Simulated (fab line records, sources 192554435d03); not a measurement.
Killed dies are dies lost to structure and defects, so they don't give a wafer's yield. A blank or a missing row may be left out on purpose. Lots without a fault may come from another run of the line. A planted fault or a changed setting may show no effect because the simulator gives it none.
fab line records | flow n5_finfet
record lots=24 wafers=72 last_day=17
route steps=1938 shown BEOL_M14@1768 BEOL_M15@1773
lots that met no fault: from a run of the same line without faults
start_h: hours from the record's first day to the start of the lot's first wafer shown | wait_h: hours since the lot's step before | " the same as in the row above | L1.1+2: a row that stands for several wafers | - no value, or no start given | * or withheld: withheld | < > ~ a bound
route shown NAME@n: a module of which the file shows steps, and the number in the route of the first | usual: mean/standard deviation of fault-free wafers | same: alike in all rows | chamber/n: place in a boat | sites: the reading at each site | _std_site: their standard deviation | _edge_site: outer sites' mean less inner sites' | radius_mm: how far each site lies from the wafer's centre | mask NAME#n: copy n | behind: the tool/chamber that last shaped the wafer | hold: why the lot was held/for how many hours/how that ended | device: the transistor (n, p or np) that didn't switch | end of line: the same wafers' tests at the end of the route | a step without rows: its recipe alone | killed: dies lost to structure and defects at the first sort, not the wafer's yield | map: a wafer's dies, x killed, . not, _ none there
set.NAME: the setting as run; set.NAME@STEP: as run at that earlier step | model.NAME: the simulator's own value behind a step, which no gauge read
steps of the route over a sample of lots; a table a step, a row a wafer
services: from which hour (start_h, from the record's first day; less than 0 if before it) a tool's chamber was out of use, for how many hours, and why
## steps
# step N5_BEOL_M14_THK_MEAS_50
# recipe thk_meas_gauge=xrf reads=Cu_of_BEOL_M14_ECD_47
# usual M14_THK=544/16
# columns lot.wafer tool chamber start_h wait_h M14_THK[nm]
L076.2 film_metro-01 - 265.13 - 526
L076.5 " - " " 545
L076.6 " - " " 523
L074.2 film_metro-01 - 268.68 - 538
L074.4 " - " " 535
L074.5 " - " " 533
L075.3 film_metro-01 - 269.34 - 547
L075.5 " - " " 566
L075.6 " - " " 546
L077.2 film_metro-02 - 280.97 - 574
L077.4 " - " " 566
L077.6 " - " " 536
L078.3 film_metro-02 - 293.00 - 558
L078.4 " - " " 576
L078.6 " - " " 539
L079.2 film_metro-01 - 294.29 - 546
L079.3 " - " " 531
L079.4 " - " " 551
L080.2 film_metro-01 - 296.12 - 546
L080.4 " - " " 568
L080.6 " - " " 548
L081.1 film_metro-01 - 301.88 - 529
L081.4 " - " " 534
L081.6 " - " " 533
L083.3 film_metro-02 - 311.93 - 580
L083.4 " - " " 533
L083.5 " - " " 566
L084.2 film_metro-02 - 319.63 - 537
L084.4 " - " " 562
L084.6 " - " " 529
L082.2 film_metro-02 - 322.96 - 536
L082.5 " - " " 531
L082.6 " - " " 547
L085.1 film_metro-02 - 323.45 - 545
L085.2 " - " " 569
L085.6 " - " " 550
L086.2 film_metro-02 - 323.90 - 531
L086.3 " - " " 523
L086.6 " - " " 524
L087.1 film_metro-02 - 332.02 - 526
L087.5 " - " " 523
L087.6 " - " " 544
L089.2 film_metro-01 - 336.96 - 549
L089.4 " - " " 534
L089.5 " - " " 541
L088.1 film_metro-01 - 349.30 - 527
L088.2 " - " " 561
L088.3 " - " " 552
L092.2 film_metro-01 - 349.53 - 544
L092.3 " - " " 568
L092.4 " - " " 549
L091.2 film_metro-01 - 353.26 - 551
L091.3 " - " " 533
L091.6 " - " " 527
L090.2 film_metro-02 - 353.45 - 519
L090.3 " - " " 559
L090.6 " - " " 556
L093.1 film_metro-02 - 356.86 - 556
L093.2 " - " " 537
L093.5 " - " " 546
L094.1 film_metro-02 - 375.20 - 547
L094.5 " - " " 555
L094.6 " - " " 520
L095.1 film_metro-01 - 382.75 - 531
L095.3 " - " " 548
L095.4 " - " " 534
L096.1 film_metro-01 - 385.04 - 543
L096.3 " - " " 547
L096.4 " - " " 540
L097.2 film_metro-01 - 389.02 - 558
L097.4 " - " " 546
L097.5 " - " " 559
# step N5_BEOL_M14_INSPECT_55
# recipe inspect_instrument=darkfield mode=post_dep
# usual raw_defect_count=75/26
# columns lot.wafer tool chamber start_h wait_h raw_defect_count
L076.2 defect_inspect-02 - 265.28 0.0 108
L076.5 " - " " 71
L076.6 " - " " 86
L074.2 defect_inspect-01 - 268.84 0.0 72
L074.4 " - " " 57
L074.5 " - " " 57
L075.3 defect_inspect-01 - 269.50 0.0 121
L075.5 " - " " 78
L075.6 " - " " 82
L077.2 defect_inspect-01 - 281.12 0.0 59
L077.4 " - " " 83
L077.6 " - " " 53
L078.3 defect_inspect-02 - 293.15 0.0 77
L078.4 " - " " 86
L078.6 " - " " 88
L079.2 defect_inspect-02 - 294.44 0.0 51
L079.3 " - " " 70
L079.4 " - " " 61
L080.2 defect_inspect-02 - 296.29 0.0 42
L080.4 " - " " 27
L080.6 " - " " 22
L081.1 defect_inspect-01 - 302.04 0.0 163
L081.4 " - " " 135
L081.6 " - " " 111
L083.3 defect_inspect-01 - 312.08 0.0 78
L083.4 " - " " 92
L083.5 " - " " 95
L084.2 defect_inspect-01 - 319.78 0.0 82
L084.4 " - " " 106
L084.6 " - " " 60
L082.2 defect_inspect-02 - 323.11 0.0 129
L082.5 " - " " 79
L082.6 " - " " 105
L085.1 defect_inspect-02 - 323.63 0.0 55
L085.2 " - " " 70
L085.6 " - " " 91
L086.2 defect_inspect-01 - 324.09 0.0 82
L086.3 " - " " 70
L086.6 " - " " 94
L087.1 defect_inspect-02 - 332.21 0.0 35
L087.5 " - " " 70
L087.6 " - " " 32
L089.2 defect_inspect-02 - 337.12 0.0 68
L089.4 " - " " 83
L089.5 " - " " 59
L088.1 defect_inspect-02 - 349.45 0.0 120
L088.2 " - " " 75
L088.3 " - " " 108
L092.2 defect_inspect-01 - 349.68 0.0 77
L092.3 " - " " 67
L092.4 " - " " 55
L091.2 defect_inspect-02 - 353.42 0.0 82
L091.3 " - " " 52
L091.6 " - " " 34
L090.2 defect_inspect-02 - 353.60 0.0 40
L090.3 " - " " 56
L090.6 " - " " 58
L093.1 defect_inspect-01 - 357.02 0.0 81
L093.2 " - " " 44
L093.5 " - " " 42
L094.1 defect_inspect-02 - 375.35 0.0 86
L094.5 " - " " 62
L094.6 " - " " 60
L095.1 defect_inspect-01 - 382.91 0.0 52
L095.3 " - " " 69
L095.4 " - " " 82
L096.1 defect_inspect-01 - 385.19 0.0 114
L096.3 " - " " 128
L096.4 " - " " 78
L097.2 defect_inspect-02 - 389.18 0.0 65
L097.4 " - " " 44
L097.5 " - " " 52
# step N5_BEOL_M15_ILD_DEP_00
# recipe material=SiO2 target_thk_a=16293 temp_c=400 precursor=TEOS/O2 pressure_torr=6.5 rf_w=900 teos_flow_sccm=161.4 gas=O2 flow_sccm=2650 time_s=346.1
# usual heater_power_w=566/110 showerhead_plenum_p_Torr=8.363/0.021 throttle_valve_pct=18.7/1.2
# columns lot.wafer tool chamber start_h wait_h heater_power_w showerhead_plenum_p_Torr throttle_valve_pct
L076.2 pecvd-01 0 265.32 0.0 421 8.393 19.4
L076.5 " 2 " " 513 8.327 17.6
L076.6 " 0 " " 329 8.381 19.6
L074.2 pecvd-02 2 268.88 0.0 540 8.359 19.0
L074.4 " 2 " " 412 8.362 19.1
L074.5 " 0 " " 789 8.346 20.4
L075.3 pecvd-02 1 269.64 0.1 639 8.364 17.2
L075.5 " 1 " " 504 8.380 17.5
L075.6 " 2 " " 512 8.386 18.9
L077.2 pecvd-02 0 281.16 0.0 759 8.361 20.4
L077.4 " 0 " " 613 8.346 20.4
L077.6 " 1 " " 506 8.373 17.4
L078.3 pecvd-01 2 293.19 0.0 658 8.333 17.3
L078.4 " 1 " " 485 8.338 17.0
L078.6 " 0 " " 321 8.390 19.5
L079.2 pecvd-01 2 294.48 0.0 599 8.366 17.3
L079.3 " 0 " " 384 8.395 19.4
L079.4 " 2 " " 667 8.314 17.4
L080.2 pecvd-02 0 296.33 0.0 655 8.370 20.4
L080.4 " 0 " " 777 8.338 20.2
L080.6 " 2 " " 412 8.378 19.4
L081.1 pecvd-04 1 302.07 0.0 651 8.388 18.5
L081.4 " 0 " " 442 8.394 19.8
L081.6 " 2 " " 476 8.356 17.8
L083.3 pecvd-02 2 312.12 0.0 541 8.362 19.4
L083.4 " 0 " " 628 8.349 20.3
L083.5 " 1 " " 653 8.358 17.2
L084.2 pecvd-04 1 319.82 0.0 650 8.374 18.8
L084.4 " 1 " " 527 8.353 18.5
L084.6 " 2 " " 592 8.390 18.1
L082.2 pecvd-02 0 323.15 0.0 653 8.388 20.2
L082.5 " 0 " " 801 8.364 20.4
L082.6 " 2 " " 498 8.354 19.3
L085.1 pecvd-01 2 323.67 0.0 659 8.323 17.4
L085.2 " 0 " " 336 8.405 19.5
L085.6 " 0 " " 423 8.356 19.4
L086.2 pecvd-02 0 324.13 0.0 759 8.356 20.3
L086.3 " 2 " " 464 8.364 19.2
L086.6 " 2 " " 537 8.380 19.3
L087.1 pecvd-02 1 332.25 0.0 625 8.366 17.4
L087.5 " 0 " " 627 8.340 20.2
L087.6 " 1 " " 508 8.391 17.2
L089.2 pecvd-02 2 337.15 0.0 529 8.377 19.4
L089.4 " 0 " " 780 8.364 20.3
L089.5 " 1 " " 503 8.368 17.4
L088.1 pecvd-04 1 349.49 0.0 661 8.347 18.6
L088.2 " 2 " " 610 8.356 18.4
L088.3 " 0 " " 548 8.409 19.8
L092.2 pecvd-02 2 349.72 0.0 462 8.393 19.2
L092.3 " 0 " " 704 8.317 20.2
L092.4 " 1 " " 661 8.366 17.3
L091.2 pecvd-01 1 353.45 0.0 638 8.346 17.1
L091.3 " 2 " " 657 8.316 17.9
L091.6 " 2 " " 521 8.330 17.6
L090.2 pecvd-04 1 353.64 0.0 651 8.340 18.4
L090.3 " 0 " " 464 8.372 19.5
L090.6 " 2 " " 633 8.390 18.4
L093.1 pecvd-02 1 357.06 0.0 618 8.373 17.3
L093.2 " 0 " " 697 8.337 20.3
L093.5 " 0 " " 645 8.344 20.1
L094.1 pecvd-02 1 375.39 0.0 627 8.371 17.4
L094.5 " 0 " " 627 8.339 20.3
L094.6 " 2 " " 410 8.386 19.6
L095.1 pecvd-02 1 382.95 0.0 583 8.368 17.4
L095.3 " 2 " " 521 8.393 19.5
L095.4 " 1 " " 640 8.355 17.4
L096.1 pecvd-04 0 385.23 0.0 487 8.389 19.4
L096.3 " 2 " " 513 8.373 18.4
L096.4 " 2 " " 608 8.379 18.4
L097.2 pecvd-01 1 389.21 0.0 642 8.328 17.1
L097.4 " 0 " " 324 8.368 19.6
L097.5 " 1 " " 483 8.347 17.2
# step N5_BEOL_M15_OVL_MEAS_11
# recipe points_per_wafer=44
# usual V14_OVL=-5/5.7
# columns lot.wafer tool chamber start_h wait_h V14_OVL[nm]
L076.2 overlay-01 0 265.90 0.0 4
L076.5 " 0 " " 4
L076.6 " 0 " " 7
L074.2 overlay-01 0 269.58 0.0 -6
L074.4 " 0 " " -7
L074.5 " 0 " " -4
L075.3 overlay-01 0 270.23 0.0 -10
L075.5 " 0 " " -10
L075.6 " 0 " " -11
L077.2 overlay-02 0 281.87 0.0 -5
L077.4 " 0 " " -3
L077.6 " 0 " " 0
L078.3 overlay-01 0 293.90 0.0 -14
L078.4 " 0 " " -12
L078.6 " 0 " " -15
L079.2 overlay-01 0 295.06 0.0 -1
L079.3 " 0 " " -7
L079.4 " 0 " " -1
L080.2 overlay-02 0 297.04 0.0 3
L080.4 " 0 " " 0
L080.6 " 0 " " -1
L081.1 overlay-01 0 302.79 0.0 -5
L081.4 " 0 " " -7
L081.6 " 0 " " -8
L083.3 overlay-02 0 312.84 0.0 7
L083.4 " 0 " " 2
L083.5 " 0 " " 7
L084.2 overlay-02 0 320.40 0.0 -4
L084.4 " 0 " " -5
L084.6 " 0 " " -3
L082.2 overlay-02 0 323.73 0.0 -2
L082.5 " 0 " " -5
L082.6 " 0 " " -2
L085.1 overlay-01 0 324.38 0.0 -2
L085.2 " 0 " " -7
L085.6 " 0 " " -6
L086.2 overlay-02 0 324.71 0.0 -4
L086.3 " 0 " " 0
L086.6 " 0 " " -5
L087.1 overlay-02 0 332.83 0.0 -9
L087.5 " 0 " " -14
L087.6 " 0 " " -8
L089.2 overlay-01 0 337.77 0.0 -6
L089.4 " 0 " " -11
L089.5 " 0 " " -3
L088.1 overlay-01 0 350.20 0.0 -2
L088.2 " 0 " " -1
L088.3 " 0 " " 6
L092.2 overlay-01 0 350.45 0.0 -7
L092.3 " 0 " " -6
L092.4 " 0 " " -9
L091.2 overlay-01 0 354.16 0.0 1
L091.3 " 0 " " -1
L091.6 " 0 " " 0
L090.2 overlay-02 0 354.22 0.0 -11
L090.3 " 0 " " -6
L090.6 " 0 " " 5
L093.1 overlay-02 0 357.88 0.0 0
L093.2 " 0 " " -9
L093.5 " 0 " " 9
L094.1 overlay-02 0 376.10 0.0 1
L094.5 " 0 " " -4
L094.6 " 0 " " 2
L095.1 overlay-01 0 383.65 0.0 0
L095.3 " 0 " " -9
L095.4 " 0 " " -4
L096.1 overlay-02 0 385.94 0.0 -3
L096.3 " 0 " " -6
L096.4 " 0 " " -11
L097.2 overlay-01 0 389.92 0.0 -16
L097.4 " 0 " " -9
L097.5 " 0 " " -5
# step N5_BEOL_M15_ETCH_59
# recipe chemistry=N2/H2 target=BARC target_depth_a=890 overetch_a=267 time_s=67.9 ion_energy_ev=200 pressure_mtorr=30 source_w=840 bias_w=150 n2_flow_sccm=200 h2_flow_sccm=200
# usual drypump_motor_current_A=5.5/0.5 n2_flow_sccm=199.9/0.61 oes_product_au=0.72/0.064 rf_vpp_V=525.6/2.5 showerhead_plenum_p_Torr=2.60/0.084 throttle_valve_pct=17.8/0.31
# columns lot.wafer tool chamber start_h wait_h drypump_motor_current_A n2_flow_sccm oes_product_au rf_hours_counter_h rf_vpp_V showerhead_plenum_p_Torr throttle_valve_pct
L076.2 rie_diel-06 1 266.02 0.0 5.8 200.0 0.73 45 520.7 2.46 17.5
L076.5 " 3 " " 4.8 200.3 0.59 - 525.2 2.63 18.1
L076.6 " 2 " " 4.6 199.5 0.75 - 527.3 2.71 17.9
L074.2 rie_diel-06 2 269.68 0.0 4.7 199.8 0.76 21 529.0 2.71 17.9
L074.4 " 0 " " 4.8 199.7 0.62 225 521.3 2.41 18.1
L074.5 " 2 " " 4.6 199.8 0.76 - 527.9 2.71 17.9
L075.3 rie_diel-06 2 270.66 0.0 4.7 199.9 0.75 21 528.8 2.71 17.9
L075.5 " 2 " " 4.7 199.8 0.76 - 527.4 2.71 18.0
L075.6 " 3 " " 4.8 200.3 0.59 - 525.7 2.62 18.1
L077.2 rie_diel-06 0 282.04 0.0 4.8 200.5 0.61 228 520.4 2.41 18.1
L077.4 " 3 " " 4.8 199.7 0.58 244 526.4 2.62 18.1
L077.6 " 2 " " 4.7 199.2 0.75 - 528.9 2.71 17.9
L078.3 rie_diel-02 1 294.20 0.0 6.0 200.2 0.79 13 528.0 2.68 17.1
L078.4 " 1 " " 6.0 200.7 0.79 - 528.4 2.68 17.1
L078.6 " 3 " " 5.9 199.5 0.76 - 525.4 2.60 18.0
L079.2 rie_diel-02 1 295.16 0.0 6.0 199.8 0.79 14 527.1 2.68 17.1
L079.3 " 3 " " 5.9 200.7 0.76 32 525.8 2.60 18.0
L079.4 " 3 " " 5.9 199.3 0.77 - 524.2 2.60 18.0
L080.2 rie_diel-06 3 297.30 0.0 4.8 200.4 0.59 249 526.9 2.62 18.1
L080.4 " 2 " " 4.7 199.4 0.74 29 528.1 2.71 18.0
L080.6 " 0 " " 4.8 199.4 0.61 - 519.6 2.40 18.1
L081.1 rie_diel-04 2 302.92 0.0 5.2 199.1 0.69 74 524.0 2.58 17.8
L081.4 " 1 " " 5.4 199.6 0.62 194 522.4 2.54 18.1
L081.6 " 3 " " 5.9 200.4 0.60 - 524.9 2.59 18.3
L083.3 rie_diel-02 1 313.22 0.0 6.0 199.5 0.78 21 528.0 2.68 17.1
L083.4 " 0 " " 5.8 199.6 0.73 60 526.8 2.69 17.7
L083.5 " 3 " " 5.9 200.1 0.76 - 524.1 2.60 18.0
L084.2 rie_diel-04 0 320.49 0.0 5.6 198.9 0.73 64 526.7 2.57 17.5
L084.4 " 1 " " 5.3 200.3 0.62 199 523.6 2.54 18.1
L084.6 " 1 " " 5.4 200.9 0.62 - 523.3 2.54 18.1
L082.2 rie_diel-02 0 323.82 0.0 5.8 200.8 0.72 63 529.2 2.68 17.7
L082.5 " 0 " " 5.8 200.9 0.72 - 526.8 2.68 17.7
L082.6 " 3 " " 5.9 201.4 0.76 - 524.4 2.60 18.0
L085.1 rie_diel-02 2 324.47 0.0 5.5 200.3 0.82 10 525.2 2.62 17.8
L085.2 " 3 " " 6.0 199.7 0.76 42 525.8 2.60 18.0
L085.6 " 0 " " 5.8 199.6 0.73 - 529.0 2.68 17.7
L086.2 rie_diel-02 1 325.04 0.0 6.0 199.2 0.77 24 528.7 2.68 17.1
L086.3 " 2 " " 5.5 199.5 0.81 10 524.3 2.62 17.8
L086.6 " 0 " " 5.8 200.2 0.72 - 527.0 2.68 17.7
L087.1 rie_diel-04 0 332.92 0.0 5.6 199.0 0.73 70 523.2 2.57 17.5
L087.5 " 1 " " 5.4 201.0 0.61 - 524.0 2.53 18.1
L087.6 " 0 " " 5.6 198.4 0.73 - 523.7 2.57 17.5
L089.2 rie_diel-06 0 338.25 0.0 4.8 199.1 0.60 248 520.0 2.40 18.1
L089.4 " 1 " " 5.8 200.2 0.70 69 522.3 2.45 17.6
L089.5 " 3 " " 4.8 200.5 0.81 - 526.0 2.62 17.6
L088.1 rie_diel-02 0 350.29 0.0 5.8 200.7 0.71 72 527.9 2.68 17.7
L088.2 " 2 " " 5.5 199.0 0.78 18 525.8 2.61 17.8
L088.3 " 1 " " 6.0 200.7 0.76 33 527.9 2.67 17.1
L092.2 rie_diel-06 2 350.54 0.0 4.6 199.8 0.72 49 528.4 2.70 18.0
L092.3 " 1 " " 5.8 200.1 0.70 74 522.6 2.45 17.6
L092.4 " 3 " " 4.8 198.9 0.81 - 526.1 2.62 17.6
L091.2 rie_diel-04 0 354.25 0.0 5.6 200.9 0.72 78 524.8 2.57 17.5
L091.3 " 1 " " 5.3 201.1 0.61 213 523.7 2.53 18.1
L091.6 " 3 " " 5.8 199.4 0.80 - 525.7 2.59 17.9
L090.2 rie_diel-06 1 354.31 0.0 5.8 200.8 0.69 76 523.3 2.45 17.6
L090.3 " 2 " " 4.7 199.2 0.71 51 527.7 2.70 18.0
L090.6 " 3 " " 4.8 200.1 0.80 - 524.4 2.62 17.6
L093.1 rie_diel-06 1 357.97 0.0 5.8 200.8 0.70 78 521.4 2.45 17.6
L093.2 " 3 " " 4.8 200.1 0.80 14 525.1 2.61 17.6
L093.5 " 2 " " 4.7 200.0 0.71 - 527.0 2.69 18.0
L094.1 rie_diel-02 2 376.19 0.0 5.5 199.2 0.77 28 526.0 2.61 17.8
L094.5 " 3 " " 5.9 199.2 0.74 - 525.9 2.59 18.0
L094.6 " 0 " " 5.8 199.4 0.70 - 527.5 2.68 17.8
L095.1 rie_diel-02 1 383.75 0.0 6.0 201.0 0.73 44 528.4 2.67 17.1
L095.3 " 2 " " 5.5 199.4 0.77 31 524.7 2.61 17.9
L095.4 " 3 " " 6.0 199.7 0.73 57 525.0 2.59 18.0
L096.1 rie_diel-02 0 386.19 0.0 5.8 200.5 0.70 85 528.3 2.67 17.7
L096.3 " 1 " " 6.0 199.8 0.74 45 527.5 2.67 17.1
L096.4 " 3 " " 5.9 199.6 0.74 58 525.0 2.59 18.0
L097.2 rie_diel-02 0 390.02 0.0 5.8 200.2 0.70 87 528.4 2.67 17.7
L097.4 " 3 " " 5.9 199.2 0.73 60 525.5 2.59 18.0
L097.5 " 2 " " 5.5 200.2 0.76 - 525.7 2.61 17.8
# step N5_BEOL_M15_SPUTTER_45
# recipe material=Cu target_thk_a=1000 temp_c=-20 bias_v=60 power_w=26000 chamber_pressure_pa=0.13 time_s=16.67
# usual chuck_gas_flow_sccm=1.27/0.054 substrate_temp_c=-20.00/0.1 throttle_valve_pct=29.8/1.2
# columns lot.wafer tool chamber start_h wait_h chuck_gas_flow_sccm substrate_temp_c throttle_valve_pct
L076.2 pvd_sputter-01 - 269.08 0.0 1.26 -20.00 29.1
L076.5 " - " " 1.26 -20.10 31.1
L076.6 " - " " 1.23 -19.98 29.2
L074.2 pvd_sputter-01 - 275.60 0.0 1.31 -20.12 28.0
L074.4 " - " " 1.35 -20.00 31.0
L074.5 " - " " 1.27 -20.02 29.3
L075.3 pvd_sputter-03 - 276.02 0.0 1.27 -20.11 30.2
L075.5 " - " " 1.28 -19.95 30.5
L075.6 " - " " 1.25 -19.95 30.4
L077.2 pvd_sputter-01 - 284.86 0.0 1.36 -20.07 30.9
L077.4 " - " " 1.32 -20.09 27.7
L077.6 " - " " 1.32 -20.26 27.7
L078.3 pvd_sputter-02 - 297.42 0.0 1.31 -19.92 29.8
L078.4 " - " " 1.26 -20.01 29.6
L078.6 " - " " 1.36 -20.05 29.2
L079.2 pvd_sputter-02 - 298.28 0.0 1.26 -20.06 29.9
L079.3 " - " " 1.26 -20.01 28.7
L079.4 " - " " 1.20 -19.98 29.2
L080.2 pvd_sputter-02 - 299.76 0.0 1.26 -20.10 30.0
L080.4 " - " " 1.36 -19.95 31.0
L080.6 " - " " 1.19 -20.04 31.3
L081.1 pvd_sputter-03 - 306.47 0.0 1.23 -19.99 30.0
L081.4 " - " " 1.37 -19.98 29.1
L081.6 " - " " 1.29 -19.83 29.6
L083.3 pvd_sputter-01 - 317.31 0.0 1.25 -19.99 27.6
L083.4 " - " " 1.23 -19.91 31.0
L083.5 " - " " 1.20 -19.99 29.1
L084.2 pvd_sputter-02 - 323.14 0.0 1.27 -20.10 29.3
L084.4 " - " " 1.32 -20.13 29.9
L084.6 " - " " 1.41 -20.13 29.4
L082.2 pvd_sputter-01 - 331.49 0.0 1.29 -20.10 27.6
L082.5 " - " " 1.21 -20.10 29.2
L082.6 " - " " 1.23 -20.06 31.0
L085.1 pvd_sputter-02 - 331.98 0.0 1.23 -19.96 29.5
L085.2 " - " " 1.31 -20.12 30.1
L085.6 " - " " 1.29 -20.15 31.2
L086.2 pvd_sputter-01 - 332.03 0.0 1.36 -19.96 27.4
L086.3 " - " " 1.28 -19.95 32.1
L086.6 " - " " 1.24 -20.06 28.9
L087.1 pvd_sputter-02 - 335.42 0.0 1.29 -19.94 31.2
L087.5 " - " " 1.25 -20.06 29.6
L087.6 " - " " 1.41 -19.88 30.2
L089.2 pvd_sputter-01 - 341.34 0.0 1.25 -20.03 30.9
L089.4 " - " " 1.30 -19.99 31.9
L089.5 " - " " 1.33 -19.93 27.8
L088.1 pvd_sputter-02 - 355.00 0.0 1.36 -19.90 29.9
L088.2 " - " " 1.25 -19.94 29.3
L088.3 " - " " 1.32 -20.04 31.5
L092.2 pvd_sputter-03 - 356.62 0.0 1.23 -20.05 30.3
L092.3 " - " " 1.27 -20.01 30.4
L092.4 " - " " 1.27 -20.02 29.3
L091.2 pvd_sputter-03 - 357.22 0.0 1.22 -19.99 30.4
L091.3 " - " " 1.25 -19.98 29.3
L091.6 " - " " 1.20 -20.06 28.9
L090.2 pvd_sputter-03 - 359.82 0.0 1.33 -20.21 30.3
L090.3 " - " " 1.30 -19.99 29.4
L090.6 " - " " 1.32 -20.02 29.6
L093.1 pvd_sputter-01 - 360.69 0.0 1.31 -19.77 30.9
L093.2 " - " " 1.29 -20.00 31.8
L093.5 " - " " 1.33 -19.98 27.6
L094.1 pvd_sputter-02 - 378.93 0.0 1.18 -20.03 28.2
L094.5 " - " " 1.27 -20.16 30.0
L094.6 " - " " 1.24 -20.10 28.2
L095.1 pvd_sputter-03 - 386.82 0.0 1.33 -19.89 29.1
L095.3 " - " " 1.35 -19.94 30.5
L095.4 " - " " 1.24 -20.08 29.3
L096.1 pvd_sputter-03 - 391.40 0.0 1.34 -19.74 29.5
L096.3 " - " " 1.19 -19.86 30.4
L096.4 " - " " 1.21 -20.13 30.3
L097.2 pvd_sputter-03 - 394.46 0.0 1.27 -20.01 29.4
L097.4 " - " " 1.31 -19.97 30.4
L097.5 " - " " 1.28 -19.98 30.1
## services
# columns tool chamber start_h hours kind
rie_diel-02 1 252.83 7.7 repair
pecvd-02 0 269.18 5.5 scheduled_down
rie_diel-02 2 284.20 - clean
rie_diel-02 2 284.20 - consumable_replace:focus_ring
rie_diel-02 2 284.20 12.1 scheduled_down
rie_diel-02 2 284.20 12.1 vent_cycle
rie_diel-06 2 287.31 3.1 repair
pecvd-02 1 288.25 2.1 scheduled_down
rie_diel-06 3 298.34 - clean
pecvd-02 0 303.55 6.0 repair
pecvd-04 - 305.06 0.7 repair
pecvd-02 - 308.59 2.8 pm
pecvd-04 1 311.86 2.0 repair
pecvd-04 2 321.50 4.9 repair
pecvd-02 1 325.92 5.5 scheduled_down
rie_diel-06 3 340.10 5.4 repair
pecvd-01 - 343.73 6.1 repair
rie_diel-02 3 348.83 14.2 repair
pecvd-02 2 355.64 2.1 scheduled_down
pecvd-01 2 356.82 17.4 repair
rie_diel-06 3 361.08 4.9 repair
rie_diel-06 3 377.92 12.4 repair
pecvd-02 1 383.62 - clean
pecvd-02 1 383.62 - consumable_replace:showerhead
## key
fault none
